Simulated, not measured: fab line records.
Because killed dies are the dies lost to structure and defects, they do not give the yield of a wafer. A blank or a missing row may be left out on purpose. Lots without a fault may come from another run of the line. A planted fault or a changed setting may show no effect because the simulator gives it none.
fab line records / flow n5Finfet
record lots=4 wafers=12 lastDay=18
route steps=1938 shown BEOL_M0_SAQP@668 BEOL_M0_CUTY@701 BEOL_M4@1111
lots untouched by any fault: they come from a run of this same line in which no faults occurred
startH: hours from the record's opening day to when the first of the lot's shown wafers began / waitH: time in hours since the lot's previous step / " the same as in the row above / L1.1+2: a row that stands for several wafers / - value missing, or start not given / * or withheld: withheld / < > ~ a bound
route shown NAME@n: a module of which the file shows steps, and the number in the route of the first / usual: the fault-free wafers' mean and standard deviation / same: alike in all rows / chamber/n: place in a boat / sites: the reading at each site / _std_site: the standard deviation of these / _edge_site: outer sites' mean less inner sites' / radiusMm: for every site, how far away it sits from the centre of the wafer / mask NAME#n: copy n / behind: tool/chamber where the wafer was last shaped / hold: the reason the lot was held/the length of the hold in hours/how it ended / device: the transistor (n, p or np) that didn't switch / end of line: tests run on the same wafers once the route is complete / a step without rows: its recipe alone / killed: dies lost to structure and defects at the first sort, not the wafer's yield / map: per-die view of a wafer (x killed, . not killed, _ where there is no die)
set.NAME: the run value of the setting; set.NAME@STEP: its run value at that earlier step / model.NAME: the simulator's own value behind a step, which no gauge read
lots seen at some steps along the route; tables by step, rows by wafer
services: when a tool's chamber went out of use (startH, in hours from the record's first day, below 0 if earlier), for how many hours, and the reason
## steps
# step N5_BEOL_M0_SAQP_ETCH_102
# recipe chemistry=CF4 target=SiO2 targetDepthA=40 ionEnergyEv=350 timeS=4.4 pressureMtorr=10 icpW=800 biasW=400 cf4FlowSccm=80
# step N5_BEOL_M0_SAQP_MANDREL_ETCH_103
# recipe chemistry=HBr/Cl2 target=a-Si targetDepthA=450 btTimeS=10 stopOn=SiCN maskMaterial=SiO2 overEtchFrac=0.8 timeS=27 pressureMtorr=10 icpW=800 biasW=75 HBr_flow_sccm=150 Cl2_flow_sccm=80 ends=endPoint
# step N5_BEOL_M0_SAQP_RECESS_104
# recipe chemistry=HF/NH3 target=SiO2 targetDepthA=180 afsCycles=3 tempC=30 sublimationTempC=180 sublimationTimeS=60
# step N5_BEOL_M0_SAQP_COAT_105
# recipe resist=SOC tempC=250 timeS=60 spinRpm=1500 resistThkNm=100
# step N5_BEOL_M0_SAQP_ETCH_106
# recipe chemistry=N2/H2 target=SOC targetDepthA=1500 stopOn=SiNx ionEnergyEv=100 biasW=61 pressureMtorr=30 sourceW=850 n2FlowSccm=200 h2FlowSccm=200
# step N5_BEOL_M0_SAQP_ETCH_107
# recipe chemistry=CH3F/O2 target=SiNx targetDepthA=300 maskMaterial=SOC pressureMtorr=30 sourceW=395 biasW=73 Ar_flow_sccm=150 CH3F_flow_sccm=30 O2_flow_sccm=20 ionEnergyEv=120
# step N5_BEOL_M0_SAQP_STRIP_108
# recipe chemistry=N2/H2 powerW=500 tempC=40 pressureMtorr=50 rfFrequencyHz=6e+07 overashFraction=0.3 biasPowerW=28 h2Frac=0.5 n2FlowSccm=300 h2FlowSccm=300
# step N5_BEOL_M0_SAQP_RECESS_109
# recipe chemistry=HF/NH3 target=SiO2 targetDepthA=30 afsCycles=1 tempC=30 sublimationTempC=180 sublimationTimeS=60
# step N5_BEOL_M0_SAQP_SPACER2_ALD_26
# recipe material=SiO2 targetThkA=150 tempC=300 aldPrecursorFamily=BDEAS aldCoReactant=O2-plasma pulseTimeS=1 purgeTimeS=2 coReactantPurgeTimeS=2 pressureTorr=2
# step N5_BEOL_M0_SAQP_SPACER2_ETCHBACK_27
# recipe chemistry=CHF3/O2 mode=anisotropicEtchback target=SiO2 targetDepthA=225 timeS=11.25 pressureMtorr=30 sourceW=650 biasW=170 Ar_flow_sccm=200 CHF3_flow_sccm=50 O2_flow_sccm=5 ionEnergyEv=200
# step N5_BEOL_M0_SAQP_MANDREL2_REMOVE_110
# recipe chemistry=HBr/Cl2/O2 btTimeS=10 target=a-Si stopOn=SiCN endpoint=OES-SiCl overEtchFrac=1 icpW=600 biasW=30 HBr_flow_sccm=150 Cl2_flow_sccm=80 O2_flow_sccm=5 pressureMtorr=10
# step N5_BEOL_M0_SAQP_COAT_69
# recipe resist=SOC tempC=250 timeS=60 spinRpm=1500 resistThkNm=90
# usual spinSpeedRpm=1500.1/0.93
# same timeS=60
lot.wafer=L408.1 tool=lithoTrack-02 chamber=0 startH=142.23 waitH=0.0 spinSpeedRpm=1500.4 model.SOC_of_BEOL_M0_SAQP_COAT_69.thkNm=90.4
lot.wafer=L408.4 tool=lithoTrack-02 chamber=0 startH=142.23 waitH=0.0 spinSpeedRpm=1498.8 model.SOC_of_BEOL_M0_SAQP_COAT_69.thkNm=90.2
lot.wafer=L408.5 tool=lithoTrack-02 chamber=0 startH=142.23 waitH=0.0 spinSpeedRpm=1499.5 model.SOC_of_BEOL_M0_SAQP_COAT_69.thkNm=90.2
lot.wafer=L419.1 tool=lithoTrack-02 chamber=0 startH=206.46 waitH=0.0 spinSpeedRpm=1543.3 model.SOC_of_BEOL_M0_SAQP_COAT_69.thkNm=89.2
lot.wafer=L419.4 tool=lithoTrack-02 chamber=0 startH=206.46 waitH=0.0 spinSpeedRpm=1542.0 model.SOC_of_BEOL_M0_SAQP_COAT_69.thkNm=89
lot.wafer=L419.6 tool=lithoTrack-02 chamber=0 startH=206.46 waitH=0.0 spinSpeedRpm=1542.2 model.SOC_of_BEOL_M0_SAQP_COAT_69.thkNm=89
lot.wafer=L420.2 tool=lithoTrack-02 chamber=0 startH=210.78 waitH=0.0 spinSpeedRpm=1543.8 model.SOC_of_BEOL_M0_SAQP_COAT_69.thkNm=89
lot.wafer=L420.3 tool=lithoTrack-02 chamber=0 startH=210.78 waitH=0.0 spinSpeedRpm=1543.1 model.SOC_of_BEOL_M0_SAQP_COAT_69.thkNm=89
lot.wafer=L420.6 tool=lithoTrack-02 chamber=0 startH=210.78 waitH=0.0 spinSpeedRpm=1543.0 model.SOC_of_BEOL_M0_SAQP_COAT_69.thkNm=88.8
lot.wafer=L424.1 tool=lithoTrack-05 chamber=0 startH=240.04 waitH=0.0 spinSpeedRpm=1499.0 model.SOC_of_BEOL_M0_SAQP_COAT_69.thkNm=90
lot.wafer=L424.3 tool=lithoTrack-05 chamber=0 startH=240.04 waitH=0.0 spinSpeedRpm=1499.7 model.SOC_of_BEOL_M0_SAQP_COAT_69.thkNm=90
lot.wafer=L424.5 tool=lithoTrack-05 chamber=0 startH=240.04 waitH=0.0 spinSpeedRpm=1500.1 model.SOC_of_BEOL_M0_SAQP_COAT_69.thkNm=90
# step N5_BEOL_M0_SAQP_COAT_72
# recipe resist=SiARC tempC=220 timeS=60 spinRpm=1500 resistThkNm=15
# step N5_BEOL_M0_SAQP_COAT_87
# recipe resist=underlayer tempC=205 timeS=60 spinRpm=1500 resistThkNm=5
# step N5_BEOL_M0_SAQP_COAT_34
# recipe resist=CAR-EUV spinRpm=1500 resistThkNm=30
# step N5_BEOL_M0_SAQP_EBR_36
# recipe solvent=PGMEA ebrWidthMm=1.5
# step N5_BEOL_M0_SAQP_SOFTBAKE_35
# recipe tempC=110 timeS=60 resist=CAR-EUV
# step N5_BEOL_M0_SAQP_EXPOSE_37
# recipe maskId=M0_CUT1 na=0.33 sourceShape=annular sigmaInner=0.35 sigmaOuter=0.8 polarization=unpolarized targetCdNm=30 doseMj=44.75
# step N5_BEOL_M0_SAQP_PEB_38
# recipe pebTempC=100 pebTimeS=60 resist=CAR-EUV
# step N5_BEOL_M0_SAQP_DEVELOP_39
# recipe developTimeS=30 developer=TMAH resist=CAR-EUV rinseLiquid=surfactantRinse dry=airSpin devTempC=23
# step N5_BEOL_M0_SAQP_DESCUM_45
# recipe chemistry=O2 timeS=7 sourcePowerW=50 biasPowerW=20 pressureMtorr=20 rfFrequencyHz=2.712e+07 tempC=40 resist=CAR-EUV o2FlowSccm=225
# step N5_BEOL_M0_SAQP_ETCH_88
# recipe chemistry=N2/H2 target=underlayer targetDepthA=65 timeS=5.2 ionEnergyEv=200 maskMaterial=CAR-EUV pressureMtorr=30 sourceW=840 biasW=150 n2FlowSccm=200 h2FlowSccm=200 ends=cleared
# step N5_BEOL_M0_SAQP_ETCH_73
# recipe chemistry=CF4 target=SiARC targetDepthA=195 maskMaterial=CAR-EUV timeS=32.5 ionEnergyEv=80 pressureMtorr=40 sourceW=545 biasW=36 Ar_flow_sccm=100 cf4FlowSccm=100 ends=cleared
# step N5_BEOL_M0_SAQP_CUT_ETCH_46
# recipe chemistry=N2/H2 target=SOC targetDepthA=1350 overetchA=270 tempC=40 timeS=202.5 ionEnergyEv=200 maskMaterial=SiARC pressureMtorr=30 sourceW=840 biasW=150 n2FlowSccm=200 h2FlowSccm=200
# step N5_BEOL_M0_SAQP_STRIP_74
# recipe chemistry=N2/H2 tempC=40 n2FlowSccm=200 h2FlowSccm=200 rfFrequencyHz=6e+07
# step N5_BEOL_M0_SAQP_STRIP_89
# recipe chemistry=N2/H2 tempC=40 n2FlowSccm=200 h2FlowSccm=200 rfFrequencyHz=6e+07
# step N5_BEOL_M0_SAQP_ALD_48
# recipe material=SiO2 targetThkA=200 tempC=100 aldPrecursorFamily=BDEAS aldCoReactant=O2-plasma pulseTimeS=1 coReactantPulseTimeS=1 purgeTimeS=2 coReactantPurgeTimeS=2 aldCycles=139 pressureTorr=2
# step N5_BEOL_M0_SAQP_ETCH_49
# recipe chemistry=CF4/O2 targetDepthA=370 target=SiO2 pressureMtorr=40 sourceW=535 biasW=49 Ar_flow_sccm=100 cf4FlowSccm=100 O2_flow_sccm=10 ionEnergyEv=100
# usual chamberPressureMTorr=40.00/0.036 drypumpMotorCurrentA=5.9/0.33 oes_f_703_au=0.79/0.089 oes_o_777_au=0.79/0.088 oesProductAu=0.79/0.093 rfVppV=241.1/2.2 showerheadPlenumPTorr=2.23/0.035 throttleValvePct=15.84/0.22
lot.wafer=L408.1 tool=rieDiel-02 chamber=1 startH=143.43 waitH=0.3 chamberPressureMTorr=39.96 drypumpMotorCurrentA=6.4 oes_f_703_au=0.75 oes_o_777_au=0.73 oesProductAu=0.75 rfHoursCounterH=161 rfVppV=241.3 showerheadPlenumPTorr=2.20 throttleValvePct=16.09 model.SOC_of_BEOL_M0_SAQP_COAT_69.thkNm=70.8
lot.wafer=L408.4 tool=rieDiel-02 chamber=3 startH=143.43 waitH=0.3 chamberPressureMTorr=40.02 drypumpMotorCurrentA=5.7 oes_f_703_au=0.75 oes_o_777_au=0.75 oesProductAu=0.75 rfHoursCounterH=- rfVppV=241.5 showerheadPlenumPTorr=2.22 throttleValvePct=15.64 model.SOC_of_BEOL_M0_SAQP_COAT_69.thkNm=71
lot.wafer=L408.5 tool=rieDiel-02 chamber=0 startH=143.43 waitH=0.3 chamberPressureMTorr=40.01 drypumpMotorCurrentA=5.4 oes_f_703_au=0.82 oes_o_777_au=0.80 oesProductAu=0.82 rfHoursCounterH=- rfVppV=238.4 showerheadPlenumPTorr=2.23 throttleValvePct=15.75 model.SOC_of_BEOL_M0_SAQP_COAT_69.thkNm=70.6
lot.wafer=L419.1 tool=rieDiel-02 chamber=3 startH=208.14 waitH=0.4 chamberPressureMTorr=40.00 drypumpMotorCurrentA=5.7 oes_f_703_au=0.74 oes_o_777_au=0.74 oesProductAu=0.74 rfHoursCounterH=155 rfVppV=241.0 showerheadPlenumPTorr=2.21 throttleValvePct=15.67 model.SOC_of_BEOL_M0_SAQP_COAT_69.thkNm=69.8
lot.wafer=L419.4 tool=rieDiel-02 chamber=2 startH=208.14 waitH=0.4 chamberPressureMTorr=40.00 drypumpMotorCurrentA=6.3 oes_f_703_au=0.93 oes_o_777_au=0.92 oesProductAu=0.95 rfHoursCounterH=16 rfVppV=238.9 showerheadPlenumPTorr=2.25 throttleValvePct=15.81 model.SOC_of_BEOL_M0_SAQP_COAT_69.thkNm=68.8
lot.wafer=L419.6 tool=rieDiel-02 chamber=0 startH=208.14 waitH=0.4 chamberPressureMTorr=40.02 drypumpMotorCurrentA=5.4 oes_f_703_au=0.79 oes_o_777_au=0.78 oesProductAu=0.81 rfHoursCounterH=- rfVppV=237.5 showerheadPlenumPTorr=2.23 throttleValvePct=15.80 model.SOC_of_BEOL_M0_SAQP_COAT_69.thkNm=69.2
lot.wafer=L420.2 tool=rieDiel-05 chamber=3 startH=212.13 waitH=0.3 chamberPressureMTorr=40.05 drypumpMotorCurrentA=6.0 oes_f_703_au=0.71 oes_o_777_au=0.72 oesProductAu=0.69 rfHoursCounterH=230 rfVppV=241.2 showerheadPlenumPTorr=2.26 throttleValvePct=15.87 model.SOC_of_BEOL_M0_SAQP_COAT_69.thkNm=70
lot.wafer=L420.3 tool=rieDiel-05 chamber=2 startH=212.13 waitH=0.3 chamberPressureMTorr=39.97 drypumpMotorCurrentA=5.5 oes_f_703_au=0.80 oes_o_777_au=0.81 oesProductAu=0.81 rfHoursCounterH=72 rfVppV=242.7 showerheadPlenumPTorr=2.23 throttleValvePct=15.70 model.SOC_of_BEOL_M0_SAQP_COAT_69.thkNm=69.6
lot.wafer=L420.6 tool=rieDiel-05 chamber=0 startH=212.13 waitH=0.3 chamberPressureMTorr=39.94 drypumpMotorCurrentA=6.1 oes_f_703_au=0.88 oes_o_777_au=0.86 oesProductAu=0.86 rfHoursCounterH=- rfVppV=239.2 showerheadPlenumPTorr=2.24 throttleValvePct=15.92 model.SOC_of_BEOL_M0_SAQP_COAT_69.thkNm=69.2
lot.wafer=L424.1 tool=rieDiel-01 chamber=0 startH=241.25 waitH=0.3 chamberPressureMTorr=39.97 drypumpMotorCurrentA=6.4 oes_f_703_au=0.94 oes_o_777_au=0.96 oesProductAu=0.96 rfHoursCounterH=8 rfVppV=242.9 showerheadPlenumPTorr=2.26 throttleValvePct=15.36 model.SOC_of_BEOL_M0_SAQP_COAT_69.thkNm=70.2
lot.wafer=L424.3 tool=rieDiel-01 chamber=2 startH=241.25 waitH=0.3 chamberPressureMTorr=40.01 drypumpMotorCurrentA=5.5 oes_f_703_au=0.68 oes_o_777_au=0.67 oesProductAu=0.67 rfHoursCounterH=234 rfVppV=245.3 showerheadPlenumPTorr=2.27 throttleValvePct=16.23 model.SOC_of_BEOL_M0_SAQP_COAT_69.thkNm=70.8
lot.wafer=L424.5 tool=rieDiel-01 chamber=3 startH=241.25 waitH=0.3 chamberPressureMTorr=40.04 drypumpMotorCurrentA=5.8 oes_f_703_au=0.77 oes_o_777_au=0.77 oesProductAu=0.78 rfHoursCounterH=- rfVppV=240.8 showerheadPlenumPTorr=2.13 throttleValvePct=16.10 model.SOC_of_BEOL_M0_SAQP_COAT_69.thkNm=70.6
# step N5_BEOL_M0_SAQP_STRIP_75
# recipe chemistry=CF4 resist=SiARC powerW=300 biasPowerW=75 pressureMtorr=50 cf4FlowSccm=150 rfFrequencyHz=6e+07
# step N5_BEOL_M0_CUTY_COAT_50
# recipe resist=SiARC tempC=220 timeS=60 spinRpm=1500 resistThkNm=15
# step N5_BEOL_M0_CUTY_COAT_51
# recipe resist=CAR-ArF-block spinRpm=1500 resistThkNm=150
# step N5_BEOL_M0_CUTY_EBR_52
# recipe solvent=PGMEA ebrWidthMm=1.5
# step N5_BEOL_M0_CUTY_SOFTBAKE_53
# recipe tempC=110 timeS=60 resist=CAR-ArF-block
# step N5_BEOL_M0_CUTY_EXPOSE_54
# recipe maskId=M0_ABLK na=1.35 sourceShape=conventional sigmaOuter=0.8 polarization=unpolarized doseMj=36
# step N5_BEOL_M0_CUTY_PEB_55
# recipe pebTempC=110 pebTimeS=60 resist=CAR-ArF-block
# step N5_BEOL_M0_CUTY_DEVELOP_56
# recipe developTimeS=30 developer=TMAH resist=CAR-ArF-block rinseLiquid=diw dry=airSpin devTempC=23
# step N5_BEOL_M0_CUTY_ETCH_63
# recipe chemistry=N2/H2 target=SOC targetDepthA=827 overetchA=165 maskMaterial=SiARC tempC=40 ionEnergyEv=200 timeS=124 pressureMtorr=30 sourceW=840 biasW=150 n2FlowSccm=200 h2FlowSccm=200
# usual chamberPressureMTorr=30.00/0.031 drypumpMotorCurrentA=5.6/0.39 oesProductAu=0.66/0.067 rfVppV=524.4/2.4 showerheadPlenumPTorr=2.57/0.081 throttleValvePct=17.8/0.33
# same timeS=124
lot.wafer=L408.1 tool=rieDiel-06 chamber=1 startH=144.28 waitH=0.0 chamberPressureMTorr=30.04 drypumpMotorCurrentA=5.3 oesProductAu=0.63 rfHoursCounterH=121 rfVppV=520.3 showerheadPlenumPTorr=2.46 throttleValvePct=18.1 model.etch.depthNm=70.77
lot.wafer=L408.4 tool=rieDiel-06 chamber=3 startH=144.28 waitH=0.0 chamberPressureMTorr=30.03 drypumpMotorCurrentA=6.5 oesProductAu=0.59 rfHoursCounterH=196 rfVppV=526.7 showerheadPlenumPTorr=2.63 throttleValvePct=18.1 model.etch.depthNm=70.95
lot.wafer=L408.5 tool=rieDiel-06 chamber=1 startH=144.28 waitH=0.0 chamberPressureMTorr=30.03 drypumpMotorCurrentA=5.3 oesProductAu=0.63 rfHoursCounterH=- rfVppV=521.8 showerheadPlenumPTorr=2.46 throttleValvePct=18.1 model.etch.depthNm=70.65
lot.wafer=L419.1 tool=rieDiel-03 chamber=2 startH=208.71 waitH=0.0 chamberPressureMTorr=29.99 drypumpMotorCurrentA=5.7 oesProductAu=0.71 rfHoursCounterH=38 rfVppV=528.7 showerheadPlenumPTorr=2.70 throttleValvePct=17.4 model.etch.depthNm=69.7
lot.wafer=L419.4 tool=rieDiel-03 chamber=0 startH=208.71 waitH=0.0 chamberPressureMTorr=30.01 drypumpMotorCurrentA=5.1 oesProductAu=0.69 rfHoursCounterH=51 rfVppV=522.7 showerheadPlenumPTorr=2.48 throttleValvePct=17.8 model.etch.depthNm=68.85
lot.wafer=L419.6 tool=rieDiel-03 chamber=1 startH=208.71 waitH=0.0 chamberPressureMTorr=30.00 drypumpMotorCurrentA=5.5 oesProductAu=0.57 rfHoursCounterH=- rfVppV=522.6 showerheadPlenumPTorr=2.50 throttleValvePct=17.9 model.etch.depthNm=69.18
lot.wafer=L420.2 tool=rieDiel-06 chamber=0 startH=213.14 waitH=0.0 chamberPressureMTorr=29.99 drypumpMotorCurrentA=5.5 oesProductAu=0.59 rfHoursCounterH=206 rfVppV=524.2 showerheadPlenumPTorr=2.52 throttleValvePct=17.6 model.etch.depthNm=70.07
lot.wafer=L420.3 tool=rieDiel-06 chamber=2 startH=213.14 waitH=0.0 chamberPressureMTorr=29.99 drypumpMotorCurrentA=5.0 oesProductAu=0.66 rfHoursCounterH=101 rfVppV=521.3 showerheadPlenumPTorr=2.46 throttleValvePct=18.0 model.etch.depthNm=69.63
lot.wafer=L420.6 tool=rieDiel-06 chamber=2 startH=213.14 waitH=0.0 chamberPressureMTorr=29.95 drypumpMotorCurrentA=5.0 oesProductAu=0.65 rfHoursCounterH=- rfVppV=522.1 showerheadPlenumPTorr=2.46 throttleValvePct=18.0 model.etch.depthNm=69.19
lot.wafer=L424.1 tool=rieDiel-03 chamber=0 startH=242.05 waitH=0.0 chamberPressureMTorr=30.00 drypumpMotorCurrentA=5.1 oesProductAu=0.68 rfHoursCounterH=67 rfVppV=521.7 showerheadPlenumPTorr=2.47 throttleValvePct=17.8 model.etch.depthNm=70.26
lot.wafer=L424.3 tool=rieDiel-03 chamber=1 startH=242.05 waitH=0.0 chamberPressureMTorr=29.98 drypumpMotorCurrentA=5.5 oesProductAu=0.78 rfHoursCounterH=6 rfVppV=522.9 showerheadPlenumPTorr=2.50 throttleValvePct=17.5 model.etch.depthNm=70.88
lot.wafer=L424.5 tool=rieDiel-03 chamber=3 startH=242.05 waitH=0.0 chamberPressureMTorr=29.93 drypumpMotorCurrentA=5.6 oesProductAu=0.75 rfHoursCounterH=- rfVppV=525.7 showerheadPlenumPTorr=2.60 throttleValvePct=18.1 model.etch.depthNm=70.57
# step N5_BEOL_M4_RC_MEAS_101
# usual DIBL_N=36.4/1.4 DIBL_P=36.3/1.8 IOFF_N=0.163/0.024 IOFF_P=0.21/0.034 ION_N=673/11 ION_P=461/7.4 SS_N=71.6/0.52 SS_P=73.3/0.58 VT_N=249.4/2.5 VT_P=-250/3.5
lot.wafer=L408.1 tool=prober-01 chamber=0 startH=201.62 waitH=0.0 DIBL_N[mV/V]=35.6 DIBL_P[mV/V]=36.3 IOFF_N[nA/um]=0.159 IOFF_P[nA/um]=0.20 ION_N[uA/um]=674 ION_P[uA/um]=457 SS_N[mV/dec]=71.3 SS_P[mV/dec]=73.8 VT_N[mV]=251.1 VT_P[mV]=-252
lot.wafer=L408.4 tool=prober-01 chamber=0 startH=201.62 waitH=0.0 DIBL_N[mV/V]=35.8 DIBL_P[mV/V]=36.3 IOFF_N[nA/um]=0.154 IOFF_P[nA/um]=0.20 ION_N[uA/um]=663 ION_P[uA/um]=457 SS_N[mV/dec]=71.4 SS_P[mV/dec]=73.7 VT_N[mV]=251.2 VT_P[mV]=-252
lot.wafer=L408.5 tool=prober-01 chamber=0 startH=201.62 waitH=0.0 DIBL_N[mV/V]=36.3 DIBL_P[mV/V]=37.0 IOFF_N[nA/um]=0.165 IOFF_P[nA/um]=0.22 ION_N[uA/um]=664 ION_P[uA/um]=455 SS_N[mV/dec]=72.2 SS_P[mV/dec]=73.6 VT_N[mV]=251.1 VT_P[mV]=-251
lot.wafer=L419.1 tool=prober-02 chamber=0 startH=261.05 waitH=0.0 DIBL_N[mV/V]=34.6 DIBL_P[mV/V]=32.7 IOFF_N[nA/um]=0.121 IOFF_P[nA/um]=0.16 ION_N[uA/um]=655 ION_P[uA/um]=447 SS_N[mV/dec]=71.0 SS_P[mV/dec]=72.4 VT_N[mV]=251.4 VT_P[mV]=-255
lot.wafer=L419.4 tool=prober-02 chamber=0 startH=261.05 waitH=0.0 DIBL_N[mV/V]=34.6 DIBL_P[mV/V]=32.4 IOFF_N[nA/um]=0.115 IOFF_P[nA/um]=0.16 ION_N[uA/um]=654 ION_P[uA/um]=450 SS_N[mV/dec]=72.2 SS_P[mV/dec]=72.7 VT_N[mV]=253.5 VT_P[mV]=-251
lot.wafer=L419.6 tool=prober-02 chamber=0 startH=261.05 waitH=0.0 DIBL_N[mV/V]=36.9 DIBL_P[mV/V]=35.5 IOFF_N[nA/um]=0.153 IOFF_P[nA/um]=0.19 ION_N[uA/um]=672 ION_P[uA/um]=457 SS_N[mV/dec]=72.0 SS_P[mV/dec]=73.4 VT_N[mV]=249.1 VT_P[mV]=-252
lot.wafer=L420.2 tool=prober-01 chamber=0 startH=266.76 waitH=0.2 DIBL_N[mV/V]=35.9 DIBL_P[mV/V]=36.8 IOFF_N[nA/um]=0.161 IOFF_P[nA/um]=0.21 ION_N[uA/um]=685 ION_P[uA/um]=467 SS_N[mV/dec]=71.5 SS_P[mV/dec]=73.3 VT_N[mV]=248.3 VT_P[mV]=-249
lot.wafer=L420.3 tool=prober-01 chamber=0 startH=266.76 waitH=0.2 DIBL_N[mV/V]=35.8 DIBL_P[mV/V]=36.6 IOFF_N[nA/um]=0.169 IOFF_P[nA/um]=0.20 ION_N[uA/um]=693 ION_P[uA/um]=466 SS_N[mV/dec]=70.8 SS_P[mV/dec]=72.5 VT_N[mV]=246.7 VT_P[mV]=-248
lot.wafer=L420.6 tool=prober-01 chamber=0 startH=266.76 waitH=0.2 DIBL_N[mV/V]=35.4 DIBL_P[mV/V]=35.5 IOFF_N[nA/um]=0.153 IOFF_P[nA/um]=0.19 ION_N[uA/um]=673 ION_P[uA/um]=458 SS_N[mV/dec]=70.7 SS_P[mV/dec]=72.3 VT_N[mV]=248.1 VT_P[mV]=-251
lot.wafer=L424.1 tool=prober-02 chamber=0 startH=303.08 waitH=0.0 DIBL_N[mV/V]=36.6 DIBL_P[mV/V]=37.1 IOFF_N[nA/um]=0.174 IOFF_P[nA/um]=0.23 ION_N[uA/um]=684 ION_P[uA/um]=471 SS_N[mV/dec]=71.2 SS_P[mV/dec]=73.2 VT_N[mV]=246.6 VT_P[mV]=-247
lot.wafer=L424.3 tool=prober-02 chamber=0 startH=303.08 waitH=0.0 DIBL_N[mV/V]=34.5 DIBL_P[mV/V]=33.6 IOFF_N[nA/um]=0.128 IOFF_P[nA/um]=0.18 ION_N[uA/um]=667 ION_P[uA/um]=461 SS_N[mV/dec]=70.7 SS_P[mV/dec]=71.8 VT_N[mV]=250.9 VT_P[mV]=-250
lot.wafer=L424.5 tool=prober-02 chamber=0 startH=303.08 waitH=0.0 DIBL_N[mV/V]=37.4 DIBL_P[mV/V]=37.7 IOFF_N[nA/um]=0.185 IOFF_P[nA/um]=0.24 ION_N[uA/um]=687 ION_P[uA/um]=471 SS_N[mV/dec]=71.4 SS_P[mV/dec]=72.7 VT_N[mV]=246.8 VT_P[mV]=-248
## services
tool=rieDiel-02 chamber=2 startH=138.40 hours=- kind=clean
tool=rieDiel-02 chamber=2 startH=138.40 hours=- kind=consumableReplace:focusRing
tool=rieDiel-02 chamber=2 startH=138.40 hours=25.0 kind=scheduledDown
tool=rieDiel-02 chamber=2 startH=138.40 hours=25.0 kind=ventCycle
tool=rieDiel-01 chamber=3 startH=147.65 hours=1.5 kind=repair
tool=rieDiel-03 chamber=3 startH=148.21 hours=- kind=clean
tool=rieDiel-03 chamber=3 startH=148.21 hours=- kind=consumableReplace:focusRing
tool=rieDiel-03 chamber=3 startH=148.21 hours=29.4 kind=scheduledDown
tool=rieDiel-03 chamber=3 startH=148.21 hours=29.4 kind=ventCycle
tool=lithoTrack-02 chamber=- startH=165.16 hours=- kind=consumableReplace:filter
tool=rieDiel-02 chamber=3 startH=191.01 hours=10.1 kind=repair
tool=rieDiel-01 chamber=0 startH=196.11 hours=- kind=clean
tool=rieDiel-01 chamber=0 startH=196.11 hours=- kind=consumableReplace:focusRing
tool=rieDiel-01 chamber=0 startH=196.11 hours=21.7 kind=scheduledDown
tool=rieDiel-01 chamber=0 startH=196.11 hours=21.7 kind=ventCycle
tool=rieDiel-05 chamber=1 startH=210.89 hours=6.7 kind=repair
tool=rieDiel-03 chamber=1 startH=211.40 hours=- kind=clean
tool=rieDiel-03 chamber=1 startH=211.40 hours=- kind=consumableReplace:focusRing
tool=rieDiel-03 chamber=1 startH=211.40 hours=17.4 kind=scheduledDown
tool=rieDiel-03 chamber=1 startH=211.40 hours=17.4 kind=ventCycle
tool=rieDiel-06 chamber=3 startH=226.21 hours=11.0 kind=repair
tool=rieDiel-01 chamber=1 startH=233.89 hours=- kind=clean
tool=rieDiel-01 chamber=1 startH=233.89 hours=- kind=consumableReplace:focusRing
tool=rieDiel-01 chamber=1 startH=233.89 hours=18.3 kind=scheduledDown
## key
firstSign step=N5_BEOL_M0_SAQP_COAT_69 reading=spinSpeedRpm direction=up sigmas=46 usual=* struck=*
effect none on later readings
modelEffect step=N5_BEOL_M0_SAQP_COAT_69 value=SOC_of_BEOL_M0_SAQP_COAT_69.thkNm without=90.3 struck=89
modelEffect step=N5_BEOL_M0_SAQP_ETCH_49 value=SOC_of_BEOL_M0_SAQP_COAT_69.thkNm without=70.7 struck=69.43
modelEffect step=N5_BEOL_M0_CUTY_ETCH_63 value=etch.depthNm without=70.7 struck=69.44
metAt N5_BEOL_M0_SAQP_COAT_69
struckWafers L419.1,L419.4,L419.6,L420.2,L420.3,L420.6
onsetBetween 142.23 206.46
fault kind=processParameterDrift tool=lithoTrack-02 chamber=- onsetH=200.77 steps=N5_BEOL_M0_SAQP_COAT_69 channel=spinRpm offset=* shape=step endH=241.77 actsIn=* stated=*
